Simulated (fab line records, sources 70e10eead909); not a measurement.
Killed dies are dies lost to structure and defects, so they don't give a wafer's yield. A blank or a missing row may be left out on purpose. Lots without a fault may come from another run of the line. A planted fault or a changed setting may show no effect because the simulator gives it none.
Which tool did it? | flow nand_harc | 12 lots, 34 wafers sampled, at 5 steps of a route of 1302

WHAT THE GAUGES READ, wafer by wafer
NHARC_END_SORT_01. Usual: killed_at_array 59, standard deviation 19; killed_at_other 0.6, standard deviation 0.85; killed_at_periphery 3.8, standard deviation 2.5; killed_dies 64, standard deviation 19; killed_open 3.3, standard deviation 1.8; killed_short 2.2, standard deviation 1.6.
lot  | measured     | on        | killed_at_array | killed_at_other | killed_at_periphery | killed_dies | killed_open | killed_short | flag
L808 | day 30 07:40 | prober-01 | 669             | 2               | 6                   | 677         | 4           | 5            | OFF
L809 | day 29 09:43 | prober-02 | 66 664 57       | 0 0 0           | 5 9 5               | 71 673 62   | 3 0 7       | 2 6 0        | OFF

WHICH TOOL RAN EACH LOT (tool, then ch and the chambers of the sampled wafers, then the start)
lot  | NHARC_A_STAIRCASE_TRIM_24                     | NHARC_A_STAIRCASE_ETCH_188                    | NHARC_A_STAIRCASE_TRIM_198                    | NHARC_A_STAIRCASE_TRIM_202
L798 | rie_diel-02 ch 1,2, day 15 20:55 or earlier   | rie_diel-03 ch 0,1,2, day 15 20:55 or earlier | rie_diel-03 ch 2,3, day 15 20:55 or earlier   | rie_diel-03 ch 0,2,3, day 15 20:55
L801 | rie_diel-03 ch 2,3, day 17 14:17 or earlier   | rie_diel-03 ch 0,1,2, day 17 14:17 or earlier | rie_diel-03 ch 0,1, day 17 14:17 or earlier   | rie_diel-03 ch 0,2,3, day 17 14:17
L802 | rie_diel-08 ch 0,1,2, day 17 14:56 or earlier | rie_diel-03 ch 0,1,2, day 17 14:56 or earlier | rie_diel-08 ch 2,3, day 17 14:56 or earlier   | rie_diel-08 ch 1,3, day 17 14:56
L805 | rie_diel-03 ch 0,1,2, day 19 06:25 or earlier | rie_diel-08 ch 2,3, day 19 06:25 or earlier   | rie_diel-02 ch 0,3, day 19 06:25 or earlier   | rie_diel-02 ch 0,2,3, day 19 06:25
L808 | rie_diel-02 ch 0, day 20 13:38 or earlier     | rie_diel-08 ch 2, day 20 13:38 or earlier     | rie_diel-03 ch 2, day 20 13:38 or earlier     | rie_diel-03 ch 0, day 20 13:38
L809 | rie_diel-02 ch 0,1,3, day 20 16:26 or earlier | rie_diel-03 ch 0,2, day 20 16:26 or earlier   | rie_diel-03 ch 0,2, day 20 16:26 or earlier   | rie_diel-03 ch 0,2, day 20 16:26
L813 | rie_diel-02 ch 2,3, day 21 16:36 or earlier   | rie_diel-02 ch 0,1,2, day 21 16:36 or earlier | rie_diel-02 ch 1,2,3, day 21 16:36 or earlier | rie_diel-02 ch 0,1,3, day 21 16:36
L812 | rie_diel-08 ch 0,1, day 21 16:28 or earlier   | rie_diel-08 ch 0,2, day 21 16:28 or earlier   | rie_diel-08 ch 0,2, day 21 16:28 or earlier   | rie_diel-08 ch 1,2,3, day 21 16:28
L817 | rie_diel-03 ch 0,2,3, day 24 00:46 or earlier | rie_diel-03 ch 1,3, day 24 00:46 or earlier   | rie_diel-03 ch 2,3, day 24 00:46 or earlier   | rie_diel-03 ch 1,2, day 24 00:46
L818 | rie_diel-02 ch 0,1, day 24 13:13 or earlier   | rie_diel-03 ch 1,2, day 24 13:13 or earlier   | rie_diel-02 ch 0,1,3, day 24 13:13 or earlier | rie_diel-02 ch 0,1, day 24 13:13
L821 | rie_diel-03 ch 0,3, day 25 03:55 or earlier   | rie_diel-08 ch 0,3, day 25 03:55 or earlier   | rie_diel-08 ch 0,2,3, day 25 03:55 or earlier | rie_diel-08 ch 2,3, day 25 03:55
L820 | rie_diel-03 ch 0,1,2, day 25 04:06 or earlier | rie_diel-03 ch 0,1,2, day 25 04:06 or earlier | rie_diel-08 ch 0,2,3, day 25 04:06 or earlier | rie_diel-08 ch 0,1,2, day 25 04:06
- NHARC_A_STAIRCASE_TRIM_24: chemistry O2, time 211.2 s.
- NHARC_A_STAIRCASE_ETCH_188: etches the open film in C4F8/O2, target depth 100 nm, time 40.5 s.
- NHARC_A_STAIRCASE_TRIM_198: chemistry O2, time 211.2 s.
- NHARC_A_STAIRCASE_TRIM_202: chemistry O2, time 211.2 s.

WHAT THE TOOLS THEMSELVES READ (means of the sampled wafers that have a number; where no wafer has one, the mark that the record gives instead)
NHARC_A_STAIRCASE_TRIM_24. Usual: drypump_motor_current_A 6.0 A, standard deviation 0.34; oes_product_au 0.999 a.u., standard deviation 0.0077; rf_vpp_V 57.8 V, standard deviation 0.91; run_length_s 232.4 s, standard deviation 0.37; showerhead_plenum_p_Torr 3.54 Torr, standard deviation 0.14; throttle_valve_pct 17.037 %, standard deviation 0.0093.
lot  | tool        | drypump_motor_current_A (A) | oes_product_au (a.u.) | rf_vpp_V (V) | run_length_s (s) | showerhead_plenum_p_Torr (Torr) | throttle_valve_pct (%) | flag
L798 | rie_diel-02 | 5.8                         | 0.994                 | 57.8         | 232.5            | 3.71                            | 17.039                 |
L801 | rie_diel-03 | 6.3                         | 0.999                 | 58.6         | 232.4            | 3.64                            | 17.030                 |
L802 | rie_diel-08 | 6.1                         | 1.011                 | 57.7         | 232.4            | 3.49                            | 17.047                 |
L805 | rie_diel-03 | 5.9                         | 1.002                 | 57.8         | 232.1            | 3.49                            | 17.041                 |
L808 | rie_diel-02 | 5.9                         | 1.007                 | 56.8         | 232.3            | 3.44                            | 17.041                 |
L809 | rie_diel-02 | 5.8                         | 0.990                 | 57.2         | 232.6            | 3.49                            | 17.035                 |
L813 | rie_diel-02 | 6.1                         | 0.987                 | 57.5         | 232.4            | 3.40                            | 17.036                 |
L812 | rie_diel-08 | 5.9                         | 1.004                 | 57.4         | 232.4            | 3.43                            | 17.032                 |
L817 | rie_diel-03 | 6.1                         | 1.001                 | 58.1         | 232.2            | 3.51                            | 17.043                 |
L818 | rie_diel-02 | 5.7                         | 0.998                 | 58.3         | 232.6            | 3.62                            | 17.029                 |
L821 | rie_diel-03 | 6.0                         | 1.002                 | 58.1         | 232.4            | 3.62                            | 17.037                 |
L820 | rie_diel-03 | 5.9                         | 0.990                 | 57.8         | 232.3            | 3.46                            | 17.041                 |

NHARC_A_STAIRCASE_ETCH_188. Usual: oes_product_au 0.940 a.u., standard deviation 0.012; rf_vpp_V 896 V, standard deviation 5.1.
lot  | tool        | oes_product_au (a.u.) | rf_vpp_V (V) | flag
L798 | rie_diel-03 | 0.949                 | 896          |
L801 | rie_diel-03 | 0.924                 | 895          |
L802 | rie_diel-03 | 0.923                 | 895          |
L805 | rie_diel-08 | 0.949                 | 901          |
L808 | rie_diel-08 | 0.942                 | 897          |
L809 | rie_diel-03 | 0.944                 | 892          |
L813 | rie_diel-02 | 0.935                 | 898          |
L812 | rie_diel-08 | 0.957                 | 895          |
L817 | rie_diel-03 | 0.956                 | 902          |
L818 | rie_diel-03 | 0.957                 | 896          |
L821 | rie_diel-08 | 0.942                 | 898          |
L820 | rie_diel-03 | 0.939                 | 893          |

NHARC_A_STAIRCASE_TRIM_198. Usual: drypump_motor_current_A 6.0 A, standard deviation 0.34; oes_product_au 1.001 a.u., standard deviation 0.0078; rf_vpp_V 57.7 V, standard deviation 0.88; run_length_s 232.4 s, standard deviation 0.34; showerhead_plenum_p_Torr 3.54 Torr, standard deviation 0.15; throttle_valve_pct 17.036 %, standard deviation 0.0095.
lot  | tool        | drypump_motor_current_A (A) | oes_product_au (a.u.) | rf_vpp_V (V) | run_length_s (s) | showerhead_plenum_p_Torr (Torr) | throttle_valve_pct (%) | flag
L798 | rie_diel-03 | 6.3                         | 0.999                 | 58.0         | 232.3            | 3.64                            | 17.033                 |
L801 | rie_diel-03 | 5.6                         | 0.989                 | 58.0         | 232.6            | 3.58                            | 17.037                 |
L802 | rie_diel-08 | 6.2                         | 1.006                 | 57.8         | 232.5            | 3.63                            | 17.039                 |
L805 | rie_diel-02 | 5.9                         | 0.996                 | 57.6         | 232.5            | 3.35                            | 17.030                 |
L808 | rie_diel-03 | 6.4                         | 1.014                 | 57.5         | 232.2            | 3.38                            | 17.021                 |
L809 | rie_diel-03 | 6.2                         | 0.999                 | 57.5         | 232.2            | 3.40                            | 17.036                 |
L813 | rie_diel-02 | 6.0                         | 1.006                 | 57.8         | 232.4            | 3.55                            | 17.030                 |
L812 | rie_diel-08 | 6.3                         | 1.010                 | 57.6         | 232.6            | 3.52                            | 17.028                 |
L817 | rie_diel-03 | 6.3                         | 1.008                 | 58.2         | 232.4            | 3.60                            | 17.035                 |
L818 | rie_diel-02 | 5.7                         | 1.000                 | 57.5         | 232.5            | 3.47                            | 17.036                 |
L821 | rie_diel-08 | 6.2                         | 1.000                 | 58.1         | 232.7            | 3.56                            | 17.040                 |
L820 | rie_diel-08 | 6.2                         | 1.007                 | 57.7         | 233.0            | 3.56                            | 17.041                 |

NHARC_A_STAIRCASE_TRIM_202. Usual: drypump_motor_current_A 6.0 A, standard deviation 0.35; oes_product_au 0.999 a.u., standard deviation 0.008; rf_vpp_V 57.8 V, standard deviation 0.86; run_length_s 232.4 s, standard deviation 0.35; showerhead_plenum_p_Torr 3.54 Torr, standard deviation 0.14; throttle_valve_pct 17.037 %, standard deviation 0.0083.
lot  | tool        | drypump_motor_current_A (A) | oes_product_au (a.u.) | rf_vpp_V (V) | run_length_s (s) | showerhead_plenum_p_Torr (Torr) | throttle_valve_pct (%) | flag
L798 | rie_diel-03 | 6.1                         | 0.996                 | 57.6         | 232.2            | 3.54                            | 17.031                 |
L801 | rie_diel-03 | 6.1                         | 0.993                 | 58.0         | 232.1            | 3.53                            | 17.029                 |
L802 | rie_diel-08 | 6.0                         | 0.999                 | 58.3         | 232.2            | 3.64                            | 17.030                 |
L805 | rie_diel-02 | 6.2                         | 0.994                 | 58.1         | 232.3            | 3.45                            | 17.037                 |
L808 | rie_diel-03 | 5.7                         | 0.991                 | 56.6         | 303.8            | 3.43                            | 17.043                 | OFF
L809 | rie_diel-03 | 6.2                         | 1.000                 | 57.2         | 255.7            | 3.40                            | 17.038                 | OFF
L813 | rie_diel-02 | 5.7                         | 0.994                 | 58.3         | 232.4            | 3.48                            | 17.034                 |
L812 | rie_diel-08 | 6.0                         | 1.000                 | 58.3         | 232.7            | 3.57                            | 17.039                 |
L817 | rie_diel-03 | 5.9                         | 1.004                 | 58.1         | 232.3            | 3.54                            | 17.038                 |
L818 | rie_diel-02 | 5.6                         | 0.999                 | 57.7         | 232.4            | 3.62                            | 17.047                 |
L821 | rie_diel-08 | 6.1                         | 0.999                 | 58.1         | 232.5            | 3.65                            | 17.036                 |
L820 | rie_diel-08 | 6.1                         | 0.992                 | 57.5         | 232.5            | 3.46                            | 17.039                 |

THE ANSWER, worked out from the rows above alone
Rule: a lot is off if the mean of its wafers that have a number lies more than 3 standard deviations from the usual mean. A lot without any number at a reading at which 4 lots or more have one is off too. The other lots that the step has rows for count as sound. The gauges are gone through in route order, then the tools' own readings, and for those a lot's mean is taken as printed above. The first step at which some lot is off is used, and at that step the reading that is off furthest; a lot without a number counts as furthest.
Off: L808, L809, at NHARC_END_SORT_01 (killed_dies). Neither off nor sound, because the step has no rows for them: L798, L801, L802, L805, L813, L812, L817, L818, L821, L820.
A tool fits if, at a process step before that reading, it ran every lot that is off, and no sound lot after the first of them. The gauges at NHARC_END_SORT_01 aren't tried: what is off there is off at NHARC_A_STAIRCASE_TRIM_202 too, on other tools, and a gauge's error can't cause that. NHARC_A_STAIRCASE_TRIM_24 gives no start for some lots, so the hours and the order of its lots are those of NHARC_A_STAIRCASE_TRIM_202. NHARC_A_STAIRCASE_ETCH_188 gives no start for some lots, so the hours and the order of its lots are those of NHARC_A_STAIRCASE_TRIM_202. NHARC_A_STAIRCASE_TRIM_198 gives no start for some lots, so the hours and the order of its lots are those of NHARC_A_STAIRCASE_TRIM_202. Can't be told from this: 2 tools fit, rie_diel-02 at NHARC_A_STAIRCASE_TRIM_24, rie_diel-03 at NHARC_A_STAIRCASE_TRIM_198 and NHARC_A_STAIRCASE_TRIM_202.

WHAT THE SIMULATOR HAD PUT IN
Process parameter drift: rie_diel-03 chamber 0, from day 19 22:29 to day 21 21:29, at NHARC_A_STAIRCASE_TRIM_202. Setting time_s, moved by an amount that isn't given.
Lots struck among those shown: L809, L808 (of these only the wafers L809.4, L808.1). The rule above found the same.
